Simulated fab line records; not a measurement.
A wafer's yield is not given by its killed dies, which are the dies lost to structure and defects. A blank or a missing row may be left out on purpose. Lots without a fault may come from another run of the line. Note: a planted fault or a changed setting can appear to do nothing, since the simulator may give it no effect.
Which tool did it? / flow nandHarc / 42 wafers from 14 lots sampled at 5 of the route's 1302 steps

WHAT EACH GAUGE READ, for each wafer
NHARC_A_BONDPAD_INSPECT_23. Usual: rawDefectCount at 537, with a standard deviation of 120.
lot=L873; measured=day 23 13:49; on=defectInspect-01; rawDefectCount=769 724 500; flag=
lot=L874; measured=day 24 11:55; on=defectInspect-02; rawDefectCount=633 696 568; flag=
lot=L876; measured=day 25 04:37; on=defectInspect-01; rawDefectCount=437 456 419; flag=
lot=L877; measured=day 25 20:26; on=defectInspect-02; rawDefectCount=587 633 752; flag=
lot=L878; measured=day 25 17:28; on=defectInspect-02; rawDefectCount=370 442 418; flag=
lot=L879; measured=day 26 05:56; on=defectInspect-02; rawDefectCount=631 500 549; flag=
lot=L880; measured=day 26 21:18; on=defectInspect-02; rawDefectCount=416 421 421; flag=
lot=L881; measured=day 27 16:26; on=defectInspect-01; rawDefectCount=461 513 523; flag=
lot=L888; measured=day 29 17:57; on=defectInspect-02; rawDefectCount=583 615; flag=
lot=L891; measured=day 30 20:39; on=defectInspect-01; rawDefectCount=510 539; flag=
lot=L893; measured=day 31 14:27; on=defectInspect-02; rawDefectCount=645 670 440; flag=
lot=L892; measured=day 31 12:21; on=defectInspect-01; rawDefectCount=402 471 420; flag=
lot=L894; measured=day 32 04:31; on=defectInspect-01; rawDefectCount=611 731 685; flag=
lot=L895; measured=day 33 13:03; on=defectInspect-02; rawDefectCount=511 672 576; flag=

NHARC_THIN_TSV_CD_MEAS_16. Usual: cdNm at 998.8 nm, with a standard deviation of 2.4.
lot=L873; measured=day 24 03:00; on=cdSem-02; cdNm (nm)=1004.5 1000.2 995.7; flag=
lot=L874; measured=day 24 23:56; on=cdSem-01; cdNm (nm)=997.7 996.5 996.5; flag=
lot=L876; measured=day 25 18:01; on=cdSem-02; cdNm (nm)=1001.3 1000.5 1001.8; flag=
lot=L877; measured=day 26 09:52; on=cdSem-03; cdNm (nm)=995.9 993.9 997.3; flag=
lot=L878; measured=day 26 11:02; on=cdSem-02; cdNm (nm)=997.2 1003.4 1002.0; flag=
lot=L879; measured=day 26 21:39; on=cdSem-03; cdNm (nm)=998.9 999.7 1004.2; flag=
lot=L880; measured=day 27 15:13; on=cdSem-02; cdNm (nm)=1001.8 1001.1 998.7; flag=
lot=L881; measured=day 28 03:19; on=cdSem-01; cdNm (nm)=998.5 1001.1 998.4; flag=
lot=L888; measured=day 30 05:25; on=cdSem-03; cdNm (nm)=1000.7 996.8; flag=
lot=L891; measured=day 31 10:15; on=cdSem-03; cdNm (nm)=995.6 995.8; flag=
lot=L893; measured=day 32 04:41; on=cdSem-02; cdNm (nm)=998.5 994.4 1000.0; flag=
lot=L892; measured=day 32 03:22; on=cdSem-03; cdNm (nm)=996.4 996.8 997.4; flag=
lot=L894; measured=day 32 17:40; on=cdSem-01; cdNm (nm)=998.7 997.9 997.0; flag=
lot=L895; measured=day 34 03:56; on=cdSem-01; cdNm (nm)=997.0 998.5 996.0; flag=

NHARC_END_SORT_01. Usual: killedAtArray 55, standard deviation 19; killedAtOther 0.9, standard deviation 1.4; killedAtPeriphery 3.8, standard deviation 2.9; killedDies 60, standard deviation 19; killedOpen 3.3, standard deviation 1.8; killedShort 2.6, standard deviation 1.6.
lot=L888; measured=day 30 20:07; on=prober-02; killedAtArray=86 640 70; killedAtOther=0 0 0; killedAtPeriphery=4 2 4; killedDies=90 642 74; killedOpen=6 3 5; killedShort=3 6 3; flag=OFF
lot=L891; measured=day 32 03:08; on=prober-01; killedAtArray=625 64 57; killedAtOther=1 0 1; killedAtPeriphery=4 1 0; killedDies=630 65 58; killedOpen=5 2 5; killedShort=4 3 0; flag=OFF

EACH LOT AND THE TOOL THAT RAN IT (in order: tool; ch and the chambers of the sampled wafers; start)
lot=L873; NHARC_A_CHANNEL_HOLE_D1_DEP_01=pecvd-02 ch 0,1, day 8 18:28; NHARC_THIN_TSV_STRIP_62=plasmaAsher-02 ch 0,1, day 24 04:40
lot=L874; NHARC_A_CHANNEL_HOLE_D1_DEP_01=pecvd-03 ch 0,1, day 9 07:07; NHARC_THIN_TSV_STRIP_62=plasmaAsher-01 ch 0,1, day 25 01:38
lot=L876; NHARC_A_CHANNEL_HOLE_D1_DEP_01=pecvd-04 ch 0,1,2, day 9 23:10; NHARC_THIN_TSV_STRIP_62=plasmaAsher-01 ch 0,1, day 25 19:44
lot=L877; NHARC_A_CHANNEL_HOLE_D1_DEP_01=pecvd-03 ch 1,2, day 10 19:00; NHARC_THIN_TSV_STRIP_62=plasmaAsher-02 ch 0,1, day 26 11:30
lot=L878; NHARC_A_CHANNEL_HOLE_D1_DEP_01=pecvd-04 ch 0,1, day 11 03:14; NHARC_THIN_TSV_STRIP_62=plasmaAsher-01 ch 0,1, day 26 12:42
lot=L879; NHARC_A_CHANNEL_HOLE_D1_DEP_01=pecvd-04 ch 0,1,2, day 11 10:44; NHARC_THIN_TSV_STRIP_62=plasmaAsher-01 ch 0,1, day 26 23:22
lot=L880; NHARC_A_CHANNEL_HOLE_D1_DEP_01=pecvd-02 ch 0,2, day 11 23:14; NHARC_THIN_TSV_STRIP_62=plasmaAsher-02 ch 0, day 27 16:59
lot=L881; NHARC_A_CHANNEL_HOLE_D1_DEP_01=pecvd-02 ch 1,2, day 12 14:31; NHARC_THIN_TSV_STRIP_62=plasmaAsher-02 ch 0,1, day 28 04:58
lot=L888; NHARC_A_CHANNEL_HOLE_D1_DEP_01=pecvd-04 ch 0,1,2, day 15 06:10; NHARC_THIN_TSV_STRIP_62=plasmaAsher-02 ch 1, day 30 07:38
lot=L891; NHARC_A_CHANNEL_HOLE_D1_DEP_01=pecvd-04 ch 0,1,2, day 16 04:28; NHARC_THIN_TSV_STRIP_62=plasmaAsher-02 ch 0, day 31 11:54
lot=L893; NHARC_A_CHANNEL_HOLE_D1_DEP_01=pecvd-02 ch 0,1,2, day 17 04:40; NHARC_THIN_TSV_STRIP_62=plasmaAsher-01 ch 0,1, day 32 06:19
lot=L892; NHARC_A_CHANNEL_HOLE_D1_DEP_01=pecvd-03 ch 0,1,2, day 17 04:51; NHARC_THIN_TSV_STRIP_62=plasmaAsher-02 ch 0,1, day 32 05:10
lot=L894; NHARC_A_CHANNEL_HOLE_D1_DEP_01=pecvd-02 ch 0,1,2, day 17 12:11; NHARC_THIN_TSV_STRIP_62=plasmaAsher-02 ch 0,1, day 32 19:19
lot=L895; NHARC_A_CHANNEL_HOLE_D1_DEP_01=pecvd-03 ch 0,1, day 18 05:58; NHARC_THIN_TSV_STRIP_62=plasmaAsher-01 ch 0,1, day 34 05:35
- NHARC_A_CHANNEL_HOLE_D1_DEP_01: deposits SiON, target thk 140 nm.
- NHARC_THIN_TSV_STRIP_62: strips in N2/H2, time 20 s.

AS READ BY THE TOOLS THEMSELVES (means over the sampled wafers that have a number; for cases with no such wafer, the mark the record gives instead)
NHARC_A_CHANNEL_HOLE_D1_DEP_01. Usual: heaterPowerW at 722 W, with a standard deviation of 110.
lot=L873; tool=pecvd-02; heaterPowerW (W)=772; flag=
lot=L874; tool=pecvd-03; heaterPowerW (W)=725; flag=
lot=L876; tool=pecvd-04; heaterPowerW (W)=803; flag=
lot=L877; tool=pecvd-03; heaterPowerW (W)=701; flag=
lot=L878; tool=pecvd-04; heaterPowerW (W)=741; flag=
lot=L879; tool=pecvd-04; heaterPowerW (W)=769; flag=
lot=L880; tool=pecvd-02; heaterPowerW (W)=570; flag=
lot=L881; tool=pecvd-02; heaterPowerW (W)=641; flag=
lot=L888; tool=pecvd-04; heaterPowerW (W)=712; flag=
lot=L891; tool=pecvd-04; heaterPowerW (W)=805; flag=
lot=L893; tool=pecvd-02; heaterPowerW (W)=705; flag=
lot=L892; tool=pecvd-03; heaterPowerW (W)=729; flag=
lot=L894; tool=pecvd-02; heaterPowerW (W)=672; flag=
lot=L895; tool=pecvd-03; heaterPowerW (W)=704; flag=

NHARC_THIN_TSV_STRIP_62. Usual: drypumpMotorCurrentA 6.02 A, standard deviation 0.13; heaterPowerW 327 W, standard deviation 31.
lot=L873; tool=plasmaAsher-02; drypumpMotorCurrentA (A)=6.02; heaterPowerW (W)=330; flag=
lot=L874; tool=plasmaAsher-01; drypumpMotorCurrentA (A)=6.09; heaterPowerW (W)=356; flag=
lot=L876; tool=plasmaAsher-01; drypumpMotorCurrentA (A)=6.10; heaterPowerW (W)=342; flag=
lot=L877; tool=plasmaAsher-02; drypumpMotorCurrentA (A)=6.00; heaterPowerW (W)=332; flag=
lot=L878; tool=plasmaAsher-01; drypumpMotorCurrentA (A)=6.11; heaterPowerW (W)=352; flag=
lot=L879; tool=plasmaAsher-01; drypumpMotorCurrentA (A)=6.09; heaterPowerW (W)=350; flag=
lot=L880; tool=plasmaAsher-02; drypumpMotorCurrentA (A)=5.81; heaterPowerW (W)=282; flag=
lot=L881; tool=plasmaAsher-02; drypumpMotorCurrentA (A)=5.89; heaterPowerW (W)=295; flag=
lot=L888; tool=plasmaAsher-02; drypumpMotorCurrentA (A)=6.11; heaterPowerW (W)=329; flag=
lot=L891; tool=plasmaAsher-02; drypumpMotorCurrentA (A)=5.81; heaterPowerW (W)=277; flag=
lot=L893; tool=plasmaAsher-01; drypumpMotorCurrentA (A)=6.10; heaterPowerW (W)=350; flag=
lot=L892; tool=plasmaAsher-02; drypumpMotorCurrentA (A)=5.91; heaterPowerW (W)=295; flag=
lot=L894; tool=plasmaAsher-02; drypumpMotorCurrentA (A)=5.91; heaterPowerW (W)=298; flag=
lot=L895; tool=plasmaAsher-01; drypumpMotorCurrentA (A)=6.10; heaterPowerW (W)=361; flag=

THE ANSWER, worked out from the rows above alone
Rule: a lot is off if the mean of its wafers that have a number lies more than 3 standard deviations from the usual mean. Also off: a lot with no number at a reading for which 4 or more lots have one. All remaining lots with rows at the step are treated as sound. First the gauges in route order, then the tools' own readings, where a lot's mean is used as printed above. At the first step where some lot is off, the reading lying furthest off is the one used; lots without a number count as furthest.
Off: L888, L891 (NHARC_END_SORT_01, killedAtArray). Neither off nor sound, because the step has no rows for them: L873, L874, L876, L877, L878, L879, L880, L881, L893, L892, L894, L895.
If a tool, at a process step before that reading, ran all the lots that are off and no sound lot after the first of them, it fits. Those tools and the gauges at NHARC_END_SORT_01 are tried in the same way. 2 tools fit, pecvd-04 at NHARC_A_CHANNEL_HOLE_D1_DEP_01 and plasmaAsher-02 at NHARC_THIN_TSV_STRIP_62, so this cannot tell which one it is.

WHAT HAD BEEN PUT IN BY THE SIMULATOR
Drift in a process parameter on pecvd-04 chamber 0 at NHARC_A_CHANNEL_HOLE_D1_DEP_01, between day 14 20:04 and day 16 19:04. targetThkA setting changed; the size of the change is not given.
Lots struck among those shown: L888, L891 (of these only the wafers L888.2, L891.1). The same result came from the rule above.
